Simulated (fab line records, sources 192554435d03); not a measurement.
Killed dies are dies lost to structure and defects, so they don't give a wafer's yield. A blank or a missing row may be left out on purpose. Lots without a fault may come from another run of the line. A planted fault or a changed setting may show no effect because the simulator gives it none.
fab line records | flow n5_finfet
record lots=5 wafers=15 last_day=17
route steps=1938 shown BEOL_M14@1717
lots that met no fault: from a run of the same line without faults
start_h: hours from the record's first day to the start of the lot's first wafer shown | wait_h: hours since the lot's step before | " the same as in the row above | L1.1+2: a row that stands for several wafers | - no value, or no start given | * or withheld: withheld | < > ~ a bound
route shown NAME@n: a module of which the file shows steps, and the number in the route of the first | usual: mean/standard deviation of fault-free wafers | same: alike in all rows | chamber/n: place in a boat | sites: the reading at each site | _std_site: their standard deviation | _edge_site: outer sites' mean less inner sites' | radius_mm: how far each site lies from the wafer's centre | mask NAME#n: copy n | behind: the tool/chamber that last shaped the wafer | hold: why the lot was held/for how many hours/how that ended | device: the transistor (n, p or np) that didn't switch | end of line: the same wafers' tests at the end of the route | a step without rows: its recipe alone | killed: dies lost to structure and defects at the first sort, not the wafer's yield | map: a wafer's dies, x killed, . not, _ none there
set.NAME: the setting as run; set.NAME@STEP: as run at that earlier step | model.NAME: the simulator's own value behind a step, which no gauge read
lots at some steps of the route; a table a step, a row a wafer
services: from which hour (start_h, from the record's first day; less than 0 if before it) a tool's chamber was out of use, for how many hours, and why
## steps
# step N5_BEOL_M14_THK_MEAS_01
# recipe reads=SiO2_of_BEOL_M14_ILD_DEP_00
# usual M14_ILD_THK=1117/14
# columns lot.wafer tool chamber start_h wait_h M14_ILD_THK[nm]
L079.1 film_metro-01 - 319.32 0.1 1099
L079.4 " - " " 1123
L079.5 " - " " 1143
L082.1 film_metro-01 - 320.21 0.1 1109
L082.5 " - " " 1132
L082.6 " - " " 1136
L085.1 film_metro-02 - 351.06 0.2 1103
L085.2 " - " " 1102
L085.3 " - " " 1117
L088.1 film_metro-02 - 353.77 0.1 1104
L088.3 " - " " 1108
L088.5 " - " " 1132
L090.1 film_metro-02 - 385.51 0.1 1098
L090.5 " - " " 1130
L090.6 " - " " 1120
# step N5_BEOL_M14_COAT_58
# recipe resist=BARC temp_c=205 time_s=60 spin_rpm=1500 resist_thk_nm=89
# usual dispense_pressure_kPa=50/3.3 heater_power_total_W=391.9/1.3
# columns lot.wafer tool chamber start_h wait_h dispense_pressure_kPa heater_power_total_W
L079.1 litho_track-05 0 319.36 0.0 52 392.5
L079.4 " 0 " " 52 392.2
L079.5 " 0 " " 52 393.4
L082.1 litho_track-05 0 320.24 0.0 52 390.0
L082.5 " 0 " " 52 390.6
L082.6 " 0 " " 52 393.5
L085.1 litho_track-04 0 351.09 0.0 46 391.5
L085.2 " 0 " " 46 390.0
L085.3 " 0 " " 46 393.5
L088.1 litho_track-02 0 353.80 0.0 53 391.9
L088.3 " 0 " " 53 391.0
L088.5 " 0 " " 53 390.9
L090.1 litho_track-05 0 385.54 0.0 52 391.3
L090.5 " 0 " " 52 393.3
L090.6 " 0 " " 52 390.9
# step N5_BEOL_M14_COAT_04
# recipe spin_rpm=1704 resist_thk_nm=800
# usual dispense_pressure_kPa=50/3.3
# columns lot.wafer tool chamber start_h wait_h dispense_pressure_kPa
L079.1 litho_track-05 0 - - 52
L079.4 " 0 " " 52
L079.5 " 0 " " 52
L082.1 litho_track-05 0 - - 52
L082.5 " 0 " " 52
L082.6 " 0 " " 52
L085.1 litho_track-04 0 - - 46
L085.2 " 0 " " 46
L085.3 " 0 " " 46
L088.1 litho_track-02 0 - - 53
L088.3 " 0 " " 53
L088.5 " 0 " " 53
L090.1 litho_track-05 0 - - 52
L090.5 " 0 " " 52
L090.6 " 0 " " 52
# step N5_BEOL_M14_EBR_06
# recipe solvent=PGMEA ebr_width_mm=1.5
# columns lot.wafer tool chamber start_h wait_h
L079.1+4+5 litho_track-05 0 - -
L082.1+5+6 litho_track-05 0 - -
L085.1+2+3 litho_track-04 0 - -
L088.1+3+5 litho_track-02 0 - -
L090.1+5+6 litho_track-05 0 - -
# step N5_BEOL_M14_SOFTBAKE_05
# recipe temp_c=130 time_s=60
# usual heater_power_total_W=218.5/1.6
# columns lot.wafer tool chamber start_h wait_h heater_power_total_W
L079.1 litho_track-05 0 - - 216.7
L079.4 " 0 " " 217.0
L079.5 " 0 " " 218.7
L082.1 litho_track-05 0 - - 220.8
L082.5 " 0 " " 216.5
L082.6 " 0 " " 220.5
L085.1 litho_track-04 0 - - 219.7
L085.2 " 0 " " 217.3
L085.3 " 0 " " 217.2
L088.1 litho_track-02 0 - - 217.0
L088.3 " 0 " " 219.2
L088.5 " 0 " " 216.9
L090.1 litho_track-05 0 - - 216.9
L090.5 " 0 " " 216.6
L090.6 " 0 " " 219.2
# step N5_BEOL_M14_EXPOSE_07
# recipe mask_id=V13 na=0.8 source_shape=annular sigma_inner=0.5 sigma_outer=0.8 polarization=unpolarized attpsm_phase_deg=180 dose_mj=57
# usual stage_vel_mm_s=499.96/0.25
# same sigma_inner=0.5
# columns lot.wafer tool chamber start_h wait_h mask stage_vel_mm_s
L079.1 krf_scanner-02 0 319.58 - V13#0 499.67
L079.4 " 0 " " V13#0 500.01
L079.5 " 0 " " V13#0 499.91
L082.1 krf_scanner-02 0 320.34 - V13#0 500.32
L082.5 " 0 " " V13#0 499.70
L082.6 " 0 " " V13#0 499.98
L085.1 krf_scanner-02 0 351.19 - V13#0 500.11
L085.2 " 0 " " V13#0 500.57
L085.3 " 0 " " V13#0 500.12
L088.1 krf_scanner-02 0 353.90 - V13#0 499.80
L088.3 " 0 " " V13#0 499.65
L088.5 " 0 " " V13#0 500.31
L090.1 krf_scanner-02 0 385.76 - V13#0 500.01
L090.5 " 0 " " V13#0 499.97
L090.6 " 0 " " V13#0 499.93
# step N5_BEOL_M14_PEB_08
# recipe peb_temp_c=130 peb_time_s=90
# usual heater_power_total_W=172.5/0.8
# columns lot.wafer tool chamber start_h wait_h heater_power_total_W
L079.1 litho_track-05 0 319.64 0.1 172.7
L079.4 " 0 " " 172.5
L079.5 " 0 " " 172.9
L082.1 litho_track-05 0 320.40 0.1 170.8
L082.5 " 0 " " 172.5
L082.6 " 0 " " 173.1
L085.1 litho_track-04 0 351.25 0.1 173.1
L085.2 " 0 " " 171.0
L085.3 " 0 " " 173.5
L088.1 litho_track-05 0 353.96 0.1 172.3
L088.3 " 0 " " 171.3
L088.5 " 0 " " 171.7
L090.1 litho_track-05 0 385.82 0.1 171.2
L090.5 " 0 " " 173.7
L090.6 " 0 " " 173.6
# step N5_BEOL_M14_DEVELOP_09
# recipe develop_time_s=45 rinse_liquid=diw dry=air_spin dev_temp_c=21
# columns lot.wafer tool chamber start_h wait_h
L079.1+4+5 litho_track-05 0 - -
L082.1+5+6 litho_track-05 0 - -
L085.1+2+3 litho_track-04 0 - -
L088.1+3+5 litho_track-05 0 - -
L090.1+5+6 litho_track-05 0 - -
# step N5_BEOL_M14_HARDBAKE_14
# recipe temp_c=130 time_s=120
# usual heater_power_total_W=148.0/0.9
# columns lot.wafer tool chamber start_h wait_h heater_power_total_W
L079.1 litho_track-05 0 - - 148.9
L079.4 " 0 " " 147.4
L079.5 " 0 " " 148.8
L082.1 litho_track-05 0 - - 147.7
L082.5 " 0 " " 149.4
L082.6 " 0 " " 148.9
L085.1 litho_track-04 0 - - 149.3
L085.2 " 0 " " 149.2
L085.3 " 0 " " 147.1
L088.1 litho_track-05 0 - - 147.9
L088.3 " 0 " " 148.3
L088.5 " 0 " " 148.2
L090.1 litho_track-05 0 - - 146.4
L090.5 " 0 " " 149.1
L090.6 " 0 " " 146.3
# step N5_BEOL_M14_CD_MEAS_10
# recipe target_cd_nm=250 landing_energy_ev=500 detector=se_inlens polarity=opening
# usual cd_nm=249.8/1.1
# columns lot.wafer tool chamber start_h wait_h cd_nm
L079.1 cd_sem-03 0 319.76 - 251.0
L079.4 " 0 " " 249.4
L079.5 " 0 " " 249.7
L082.1 cd_sem-03 0 320.51 - 250.9
L082.5 " 0 " " 250.7
L082.6 " 0 " " 250.5
L085.1 cd_sem-03 0 351.37 - 249.8
L085.2 " 0 " " 250.2
L085.3 " 0 " " 250.2
L088.1 cd_sem-01 0 354.07 - 250.5
L088.3 " 0 " " 251.8
L088.5 " 0 " " 252.2
L090.1 cd_sem-01 0 385.94 - 251.3
L090.5 " 0 " " 250.2
L090.6 " 0 " " 251.8
# step N5_BEOL_M14_OVL_MEAS_11
# recipe points_per_wafer=44
# usual V13_OVL=-1/4.5
# columns lot.wafer tool chamber start_h wait_h V13_OVL[nm]
L079.1 overlay-02 0 319.79 0.0 -8
L079.4 " 0 " " -6
L079.5 " 0 " " -4
L082.1 overlay-02 0 320.54 0.0 -2
L082.5 " 0 " " -2
L082.6 " 0 " " -5
L085.1 overlay-02 0 351.40 0.0 -3
L085.2 " 0 " " -6
L085.3 " 0 " " -4
L088.1 overlay-02 0 354.10 0.0 4
L088.3 " 0 " " -1
L088.5 " 0 " " -5
L090.1 overlay-01 0 385.97 0.0 -4
L090.5 " 0 " " -2
L090.6 " 0 " " -1
# step N5_BEOL_M14_INSPECT_12
# recipe mode=adi inspect_instrument=macro
# usual raw_defect_count=2.0/1.5
# columns lot.wafer tool chamber start_h wait_h raw_defect_count
L079.1 defect_inspect-02 - 319.81 0.0 0
L079.4 " - " " 0
L079.5 " - " " 1
L082.1 defect_inspect-02 - 320.57 0.0 3
L082.5 " - " " 3
L082.6 " - " " 3
L085.1 defect_inspect-02 - 351.42 0.0 2
L085.2 " - " " 4
L085.3 " - " " 1
L088.1 defect_inspect-02 - 354.13 0.0 2
L088.3 " - " " 1
L088.5 " - " " 3
L090.1 defect_inspect-01 - 385.99 0.0 1
L090.5 " - " " 1
L090.6 " - " " 1
# step N5_BEOL_M14_DESCUM_15
# recipe chemistry=O2 time_s=7.9 source_power_w=50 bias_power_w=20 pressure_mtorr=20 rf_frequency_hz=2.712e+07 temp_c=40 o2_flow_sccm=225
# usual drypump_motor_current_A=5.9/0.46 oes_product_au=0.83/0.058 rf_vpp_V=243.8/1.2 showerhead_plenum_p_Torr=2.13/0.056 throttle_valve_pct=20.32/0.16
# columns lot.wafer tool chamber start_h wait_h drypump_motor_current_A oes_product_au rf_hours_counter_h rf_vpp_V showerhead_plenum_p_Torr throttle_valve_pct
L079.1 rie_diel-03 1 319.84 0.0 5.8 0.86 46 245.9 2.21 20.17
L079.4 " 0 " " 5.6 0.86 - 243.8 2.12 20.31
L079.5 " 1 " " 5.8 0.86 - 245.6 2.21 20.19
L082.1 rie_diel-03 0 320.60 0.0 5.6 0.85 65 243.5 2.12 20.33
L082.5 " 3 " " 5.5 0.91 - 243.9 2.13 20.18
L082.6 " 0 " " 5.6 0.85 - 245.2 2.12 20.31
L085.1 rie_diel-03 2 351.46 0.0 6.6 0.81 116 245.4 2.19 20.38
L085.2 " 0 " " 5.6 0.84 78 244.0 2.12 20.33
L085.3 " 3 " " 5.5 0.88 40 244.7 2.12 20.21
L088.1 rie_diel-02 3 354.16 0.0 6.7 0.93 15 242.7 2.06 20.41
L088.3 " 0 " " 5.3 0.85 67 243.1 2.12 20.59
L088.5 " 1 " " 6.3 0.87 - 241.6 2.04 20.22
L090.1 rie_diel-02 0 386.14 0.1 5.3 0.83 77 242.2 2.12 20.60
L090.5 " 0 " " 5.3 0.82 - 244.3 2.12 20.61
L090.6 " 3 " " 6.7 0.89 - 241.5 2.05 20.47
# step N5_BEOL_M14_ETCH_59
# recipe chemistry=N2/H2 target=BARC target_depth_a=890 overetch_a=267 time_s=67.9 ion_energy_ev=200 pressure_mtorr=30 source_w=840 bias_w=150 n2_flow_sccm=200 h2_flow_sccm=200
# usual drypump_motor_current_A=5.9/0.46 oes_product_au=0.71/0.048 rf_vpp_V=525.2/2 showerhead_plenum_p_Torr=2.59/0.068 throttle_valve_pct=17.76/0.16
# columns lot.wafer tool chamber start_h wait_h drypump_motor_current_A oes_product_au rf_hours_counter_h rf_vpp_V showerhead_plenum_p_Torr throttle_valve_pct
L079.1 rie_diel-03 1 319.88 0.0 5.8 0.74 46 527.2 2.70 17.76
L079.4 " 0 " " 5.6 0.72 - 525.7 2.58 17.77
L079.5 " 1 " " 5.8 0.73 - 527.5 2.70 17.75
L082.1 rie_diel-03 0 320.64 0.0 5.6 0.73 65 525.0 2.58 17.77
L082.5 " 3 " " 5.5 0.77 - 524.2 2.60 17.72
L082.6 " 0 " " 5.6 0.72 - 524.2 2.58 17.78
L085.1 rie_diel-03 2 351.49 0.0 6.6 0.68 116 528.3 2.67 17.82
L085.2 " 0 " " 5.7 0.71 78 525.2 2.57 17.81
L085.3 " 3 " " 5.5 0.75 40 525.0 2.59 17.74
L088.1 rie_diel-02 3 354.20 0.0 6.7 0.80 15 523.1 2.49 17.91
L088.3 " 0 " " 5.3 0.71 68 525.6 2.57 17.96
L088.5 " 1 " " 6.3 0.74 - 520.9 2.49 17.64
L090.1 rie_diel-02 0 386.18 0.0 5.3 0.71 77 523.9 2.57 17.96
L090.5 " 0 " " 5.3 0.71 - 523.6 2.57 17.97
L090.6 " 3 " " 6.7 0.76 - 520.8 2.49 17.93
# step N5_BEOL_M14_VIA_ETCH_16
# recipe chemistry=C4F8/O2/Ar target=SiO2 he_inner_torr=15 he_outer_torr=30 target_depth_a=12313 time_s=withheld ion_energy_ev=800 pressure_mtorr=20 source_w=1905 bias_w=2040 Ar_flow_sccm=400 C4F8_flow_sccm=16 O2_flow_sccm=12 ends=cleared
# usual drypump_motor_current_A=5.9/0.46 he_outer_torr=29.99/0.056 oes_o_777_au=0.83/0.053 oes_product_au=0.75/0.053 rf_vpp_V=2229/19 showerhead_plenum_p_Torr=3.50/0.085 throttle_valve_pct=30.79/0.19
# columns lot.wafer tool chamber start_h wait_h drypump_motor_current_A he_outer_torr oes_o_777_au oes_product_au rf_vpp_V showerhead_plenum_p_Torr throttle_valve_pct
L079.1 rie_diel-03 1 319.93 0.0 5.8 29.95 0.85 0.77 2209 3.62 30.70
L079.4 " 0 " " 5.6 29.98 0.84 0.76 2209 3.49 30.85
L079.5 " 1 " " 5.8 29.96 0.85 0.78 2208 3.62 30.69
L082.1 rie_diel-03 0 320.69 0.0 5.6 30.02 0.83 0.77 2207 3.49 30.86
L082.5 " 3 " " 5.5 29.98 0.88 0.81 2229 3.49 30.73
L082.6 " 0 " " 5.6 30.02 0.84 0.76 2208 3.49 30.85
L085.1 rie_diel-03 1 351.54 0.0 5.8 30.03 0.83 0.75 2208 3.62 30.69
L085.2 " 2 " " 6.6 30.06 0.79 0.71 2192 3.61 30.91
L085.3 " 3 " " 5.5 29.97 0.87 0.79 2229 3.49 30.73
L088.1 rie_diel-02 3 354.25 0.0 6.7 29.95 0.93 0.84 2213 3.38 31.00
L088.3 " 0 " " 5.3 29.98 0.83 0.76 2241 3.49 31.17
L088.5 " 1 " " 6.3 30.11 0.85 0.79 2257 3.37 30.73
L090.1 rie_diel-02 0 386.23 0.0 5.3 30.02 0.82 0.75 2241 3.48 31.22
L090.5 " 0 " " 5.4 29.97 0.82 0.74 2240 3.48 31.19
L090.6 " 3 " " 6.7 30.05 0.90 0.80 2212 3.37 31.00
# step N5_BEOL_M14_STRIP_63
# recipe chemistry=O2 power_w=600 temp_c=60 pressure_mtorr=30 rf_frequency_hz=6e+07 bias_power_w=0 overash_fraction=0.3 o2_flow_sccm=225
# usual drypump_motor_current_A=5.9/0.46 oes_product_au=0.83/0.058 rf_vpp_V=3.6/0.8 showerhead_plenum_p_Torr=2.13/0.056 throttle_valve_pct=16.55/0.16
# columns lot.wafer tool chamber start_h wait_h drypump_motor_current_A oes_product_au rf_hours_counter_h rf_vpp_V showerhead_plenum_p_Torr throttle_valve_pct
L079.1 rie_diel-03 1 - - 5.8 0.85 47 3.4 2.21 16.39
L079.4 " 0 " " 5.7 0.87 - 3.4 2.12 16.51
L079.5 " 1 " " 5.8 0.85 - 4.1 2.21 16.41
L082.1 rie_diel-03 0 - - 5.6 0.85 65 3.2 2.12 16.53
L082.5 " 3 " " 5.5 0.90 - 5.0 2.13 16.42
L082.6 " 0 " " 5.7 0.87 - 3.9 2.12 16.52
L085.1 rie_diel-03 2 - - 6.6 0.80 116 3.5 2.19 16.67
L085.2 " 3 " " 5.5 0.87 40 4.9 2.13 16.42
L085.3 " 1 " " 5.8 0.82 60 3.6 2.21 16.46
L088.1 rie_diel-02 3 - - 6.7 0.93 15 2.7 2.06 16.58
L088.3 " 0 " " 5.3 0.84 68 3.4 2.12 16.80
L088.5 " 1 " " 6.2 0.87 - 4.2 2.04 16.46
L090.1 rie_diel-02 0 - - 5.3 0.83 77 4.7 2.12 16.81
L090.5 " 0 " " 5.3 0.82 - 3.7 2.12 16.83
L090.6 " 3 " " 6.7 0.90 - 2.7 2.06 16.63
# step N5_BEOL_M14_STRIP_64
# recipe chemistry=O2 power_w=600 temp_c=60 pressure_mtorr=30 rf_frequency_hz=6e+07 bias_power_w=0 overash_fraction=0.3 o2_flow_sccm=225
# usual drypump_motor_current_A=5.9/0.46 oes_product_au=0.83/0.058 rf_vpp_V=3.7/0.53 showerhead_plenum_p_Torr=2.13/0.056 throttle_valve_pct=16.55/0.16
# columns lot.wafer tool chamber start_h wait_h drypump_motor_current_A oes_product_au rf_hours_counter_h rf_vpp_V showerhead_plenum_p_Torr throttle_valve_pct
L079.1 rie_diel-03 1 - - 5.8 0.85 47 2.9 2.21 16.40
L079.4 " 0 " " 5.6 0.84 - 4.2 2.12 16.53
L079.5 " 1 " " 5.8 0.86 - 4.1 2.21 16.42
L082.1 rie_diel-03 0 - - 5.6 0.84 65 4.2 2.12 16.50
L082.5 " 3 " " 5.5 0.90 - 3.9 2.13 16.41
L082.6 " 0 " " 5.6 0.85 - 3.5 2.12 16.51
L085.1 rie_diel-03 2 - - 6.6 0.80 116 4.2 2.20 16.64
L085.2 " 3 " " 5.5 0.87 40 3.7 2.13 16.43
L085.3 " 1 " " 5.8 0.84 60 4.7 2.21 16.43
L088.1 rie_diel-02 3 - - 6.7 0.93 15 3.1 2.06 16.61
L088.3 " 0 " " 5.3 0.84 68 4.7 2.12 16.79
L088.5 " 1 " " 6.3 0.87 - 2.0 2.04 16.45
L090.1 rie_diel-02 0 - - 5.3 0.84 77 3.3 2.12 16.81
L090.5 " 0 " " 5.3 0.83 - 3.6 2.12 16.81
L090.6 " 3 " " 6.7 0.89 - 3.7 2.06 16.63
# step N5_BEOL_M14_STRIP_71
# recipe chemistry=post_etch_residue_remover time_s=60 temp_c=25 remover_ph=withheld remover_water_wt_pct=withheld remover_fluoride_wt_pct=withheld
# columns lot.wafer tool chamber start_h wait_h
L079.1+4+5 wet_bench-06 7,3,6 320.22 -
L082.1+5+6 wet_bench-03 4,7,5 320.98 -
L085.1+2+3 wet_bench-04 3,7,5 351.88 -
L088.1+3+5 wet_bench-06 1,0,2 354.54 -
L090.1+5+6 wet_bench-06 2,4,1 386.52 -
# step N5_BEOL_M14_SRD_72
# recipe time_s=30 temp_c=23 rinse_liquid=diw dry=n2_spin spin_rpm=1500 dry_time_s=30
# usual do_supply_ppb=10.00/0.1
# columns lot.wafer tool chamber start_h wait_h do_supply_ppb
L079.1 wet_bench-06 7 320.24 0.0 9.94
L079.4 " 3 " " 10.02
L079.5 " 6 " " 10.14
L082.1 wet_bench-03 4 321.00 0.0 10.00
L082.5 " 7 " " 10.14
L082.6 " 5 " " 9.72
L085.1 wet_bench-04 3 351.90 0.0 9.94
L085.2 " 7 " " 9.82
L085.3 " 5 " " 9.92
L088.1 wet_bench-06 1 354.56 0.0 9.93
L088.3 " 0 " " 10.16
L088.5 " 2 " " 9.94
L090.1 wet_bench-06 2 386.54 0.0 10.14
L090.5 " 4 " " 10.00
L090.6 " 1 " " 10.14
# step N5_BEOL_M14_CD_MEAS_17
# recipe target_cd_nm=250 polarity=opening
# usual cd_nm=250.2/1.4
# columns lot.wafer tool chamber start_h wait_h cd_nm
L079.1 cd_sem-01 - 320.28 0.0 250.3
L079.4 " - " " 250.1
L079.5 " - " " 249.9
L082.1 cd_sem-02 - 321.04 0.0 250.3
L082.5 " - " " 250.1
L082.6 " - " " 250.1
L085.1 cd_sem-03 - 351.94 0.0 250.4
L085.2 " - " " 251.1
L085.3 " - " " 250.8
L088.1 cd_sem-01 - 354.60 0.0 251.6
L088.3 " - " " 252.3
L088.5 " - " " 251.6
L090.1 cd_sem-03 - 386.58 0.0 252.3
L090.5 " - " " 251.1
L090.6 " - " " 253.2
# step N5_BEOL_M14_COAT_65
# recipe resist=SOC temp_c=250 time_s=60 spin_rpm=1500 resist_thk_nm=450
# usual dispense_pressure_kPa=51/3 heater_power_total_W=500.7/1.8
# columns lot.wafer tool chamber start_h wait_h dispense_pressure_kPa heater_power_total_W
L079.1 litho_track-05 0 320.32 0.0 52 502.6
L079.4 " 0 " " 52 500.1
L079.5 " 0 " " 52 503.0
L082.1 litho_track-02 0 321.08 0.0 53 500.1
L082.5 " 0 " " 53 497.8
L082.6 " 0 " " 53 502.2
L085.1 litho_track-02 0 351.98 0.0 53 502.8
L085.2 " 0 " " 53 502.0
L085.3 " 0 " " 53 498.8
L088.1 litho_track-04 0 354.63 0.0 46 500.2
L088.3 " 0 " " 46 500.3
L088.5 " 0 " " 46 501.4
L090.1 litho_track-02 0 386.61 0.0 53 500.3
L090.5 " 0 " " 53 502.2
L090.6 " 0 " " 53 502.4
# step N5_BEOL_M14_COAT_66
# recipe resist=SiARC temp_c=220 time_s=60 spin_rpm=1500 resist_thk_nm=110
# usual dispense_pressure_kPa=51/3 heater_power_total_W=427.8/2.2
# columns lot.wafer tool chamber start_h wait_h dispense_pressure_kPa heater_power_total_W
L079.1 litho_track-05 0 - - 52 425.2
L079.4 " 0 " " 52 428.5
L079.5 " 0 " " 52 430.4
L082.1 litho_track-02 0 - - 53 429.3
L082.5 " 0 " " 53 430.5
L082.6 " 0 " " 53 425.3
L085.1 litho_track-02 0 - - 53 430.7
L085.2 " 0 " " 53 430.2
L085.3 " 0 " " 53 429.4
L088.1 litho_track-04 0 - - 46 425.4
L088.3 " 0 " " 46 426.8
L088.5 " 0 " " 46 430.0
L090.1 litho_track-02 0 - - 53 426.1
L090.5 " 0 " " 53 429.9
L090.6 " 0 " " 53 425.1
# step N5_BEOL_M14_COAT_22
# recipe spin_rpm=2888 resist_thk_nm=300
# usual dispense_pressure_kPa=51/3
# columns lot.wafer tool chamber start_h wait_h dispense_pressure_kPa
L079.1 litho_track-05 0 - - 52
L079.4 " 0 " " 52
L079.5 " 0 " " 52
L082.1 litho_track-02 0 - - 53
L082.5 " 0 " " 53
L082.6 " 0 " " 53
L085.1 litho_track-02 0 - - 53
L085.2 " 0 " " 53
L085.3 " 0 " " 53
L088.1 litho_track-04 0 - - 46
L088.3 " 0 " " 46
L088.5 " 0 " " 46
L090.1 litho_track-02 0 - - 53
L090.5 " 0 " " 53
L090.6 " 0 " " 53
# step N5_BEOL_M14_EBR_24
# recipe solvent=PGMEA ebr_width_mm=1.5
# columns lot.wafer tool chamber start_h wait_h
L079.1+4+5 litho_track-05 0 - -
L082.1+5+6 litho_track-02 0 - -
L085.1+2+3 litho_track-02 0 - -
L088.1+3+5 litho_track-04 0 - -
L090.1+5+6 litho_track-02 0 - -
# step N5_BEOL_M14_SOFTBAKE_23
# recipe temp_c=130 time_s=60
# usual heater_power_total_W=218.7/1.5
# columns lot.wafer tool chamber start_h wait_h heater_power_total_W
L079.1 litho_track-05 0 - - 217.2
L079.4 " 0 " " 220.0
L079.5 " 0 " " 220.0
L082.1 litho_track-02 0 - - 217.1
L082.5 " 0 " " 217.9
L082.6 " 0 " " 217.3
L085.1 litho_track-02 0 - - 220.5
L085.2 " 0 " " 220.9
L085.3 " 0 " " 220.0
L088.1 litho_track-04 0 - - 220.7
L088.3 " 0 " " 217.0
L088.5 " 0 " " 221.1
L090.1 litho_track-02 0 - - 220.7
L090.5 " 0 " " 217.0
L090.6 " 0 " " 221.1
# step N5_BEOL_M14_EXPOSE_25
# recipe mask_id=M14 na=0.8 source_shape=annular sigma_inner=0.5 sigma_outer=0.8 polarization=unpolarized target_cd_nm=280 dose_mj=26.6
# usual stage_vel_mm_s=500.02/0.25
# same sigma_inner=0.5
# columns lot.wafer tool chamber start_h wait_h mask stage_vel_mm_s
L079.1 krf_scanner-02 0 320.43 - M14#0 500.14
L079.4 " 0 " " M14#0 500.26
L079.5 " 0 " " M14#0 500.19
L082.1 krf_scanner-02 0 321.19 - M14#0 499.82
L082.5 " 0 " " M14#0 499.75
L082.6 " 0 " " M14#0 500.19
L085.1 krf_scanner-01 0 352.09 - M14#0 500.23
L085.2 " 0 " " M14#0 499.65
L085.3 " 0 " " M14#0 500.01
L088.1 krf_scanner-01 0 354.75 - M14#0 499.52
L088.3 " 0 " " M14#0 499.66
L088.5 " 0 " " M14#0 499.81
L090.1 krf_scanner-02 0 386.86 - M14#0 499.85
L090.5 " 0 " " M14#0 500.12
L090.6 " 0 " " M14#0 499.97
# step N5_BEOL_M14_PEB_26
# recipe peb_temp_c=130 peb_time_s=90
# usual heater_power_total_W=172.4/0.76
# columns lot.wafer tool chamber start_h wait_h heater_power_total_W
L079.1 litho_track-05 0 320.49 0.1 173.6
L079.4 " 0 " " 172.5
L079.5 " 0 " " 172.7
L082.1 litho_track-05 0 321.25 0.1 172.9
L082.5 " 0 " " 172.8
L082.6 " 0 " " 170.9
L085.1 litho_track-02 0 352.15 0.1 171.0
L085.2 " 0 " " 173.1
L085.3 " 0 " " 173.8
L088.1 litho_track-02 0 354.81 0.1 173.1
L088.3 " 0 " " 171.6
L088.5 " 0 " " 171.9
L090.1 litho_track-05 0 386.91 0.1 171.7
L090.5 " 0 " " 172.3
L090.6 " 0 " " 172.3
# step N5_BEOL_M14_DEVELOP_27
# recipe develop_time_s=45 rinse_liquid=diw dry=air_spin dev_temp_c=21
# columns lot.wafer tool chamber start_h wait_h
L079.1+4+5 litho_track-05 0 - -
L082.1+5+6 litho_track-05 0 - -
L085.1+2+3 litho_track-02 0 - -
L088.1+3+5 litho_track-02 0 - -
L090.1+5+6 litho_track-05 0 - -
# step N5_BEOL_M14_HARDBAKE_32
# recipe temp_c=130 time_s=120
# usual heater_power_total_W=148.2/0.86
# columns lot.wafer tool chamber start_h wait_h heater_power_total_W
L079.1 litho_track-05 0 - - 146.6
L079.4 " 0 " " 147.6
L079.5 " 0 " " 149.0
L082.1 litho_track-05 0 - - 149.3
L082.5 " 0 " " 149.0
L082.6 " 0 " " 148.5
L085.1 litho_track-02 0 - - 146.5
L085.2 " 0 " " 148.5
L085.3 " 0 " " 147.6
L088.1 litho_track-02 0 - - 149.1
L088.3 " 0 " " 146.7
L088.5 " 0 " " 148.3
L090.1 litho_track-05 0 - - 147.7
L090.5 " 0 " " 147.0
L090.6 " 0 " " 148.2
# step N5_BEOL_M14_CD_MEAS_28
# recipe target_cd_nm=284.4 landing_energy_ev=500 detector=se_inlens
# usual cd_nm=283.7/1.5
# columns lot.wafer tool chamber start_h wait_h cd_nm
L079.1 cd_sem-03 0 320.61 - 283.8
L079.4 " 0 " " 283.4
L079.5 " 0 " " 284.5
L082.1 cd_sem-03 0 321.37 - 282.4
L082.5 " 0 " " 281.9
L082.6 " 0 " " 282.7
L085.1 cd_sem-01 0 352.27 - 280.7
L085.2 " 0 " " 282.0
L085.3 " 0 " " 282.0
L088.1 cd_sem-01 0 354.92 - 280.9
L088.3 " 0 " " 283.4
L088.5 " 0 " " 282.8
L090.1 cd_sem-03 0 387.03 - 283.4
L090.5 " 0 " " 282.7
L090.6 " 0 " " 283.5
# step N5_BEOL_M14_OVL_MEAS_29
# recipe points_per_wafer=44
# usual M14_OVL=2/4.7
# columns lot.wafer tool chamber start_h wait_h M14_OVL[nm]
L079.1 overlay-01 0 320.64 0.0 3
L079.4 " 0 " " -2
L079.5 " 0 " " 7
L082.1 overlay-01 0 321.40 0.0 -8
L082.5 " 0 " " 0
L082.6 " 0 " " -2
L085.1 overlay-01 0 352.30 0.0 1
L085.2 " 0 " " 1
L085.3 " 0 " " -1
L088.1 overlay-01 0 354.95 0.0 -3
L088.3 " 0 " " 8
L088.5 " 0 " " 5
L090.1 overlay-01 0 387.06 0.0 10
L090.5 " 0 " " 4
L090.6 " 0 " " 5
# step N5_BEOL_M14_INSPECT_30
# recipe mode=adi inspect_instrument=macro
# usual raw_defect_count=2.1/1.3
# columns lot.wafer tool chamber start_h wait_h raw_defect_count
L079.1 defect_inspect-02 - 320.66 0.0 1
L079.4 " - " " 3
L079.5 " - " " 1
L082.1 defect_inspect-01 - 321.42 0.0 4
L082.5 " - " " 2
L082.6 " - " " 1
L085.1 defect_inspect-02 - 352.32 0.0 1
L085.2 " - " " 2
L085.3 " - " " 1
L088.1 defect_inspect-02 - 354.98 0.0 4
L088.3 " - " " 1
L088.5 " - " " 1
L090.1 defect_inspect-02 - 387.08 0.0 1
L090.5 " - " " 2
L090.6 " - " " 2
## services
# columns tool chamber start_h hours kind
rie_diel-02 2 303.68 2.6 repair
krf_scanner-02 - 304.51 0.8 pm
rie_diel-03 2 311.50 17.1 repair
krf_scanner-01 0 316.02 - calibration
krf_scanner-01 - 318.76 3.6 pm
krf_scanner-02 0 320.66 - calibration
krf_scanner-02 - 327.19 1.7 repair
litho_track-02 - 328.49 - consumable_replace:filter
krf_scanner-01 - 343.45 4.4 pm
rie_diel-03 0 351.69 40.6 repair
rie_diel-03 2 353.13 5.5 repair
rie_diel-02 0 367.96 9.2 repair
krf_scanner-01 - 377.42 0.8 pm
## key
fault none
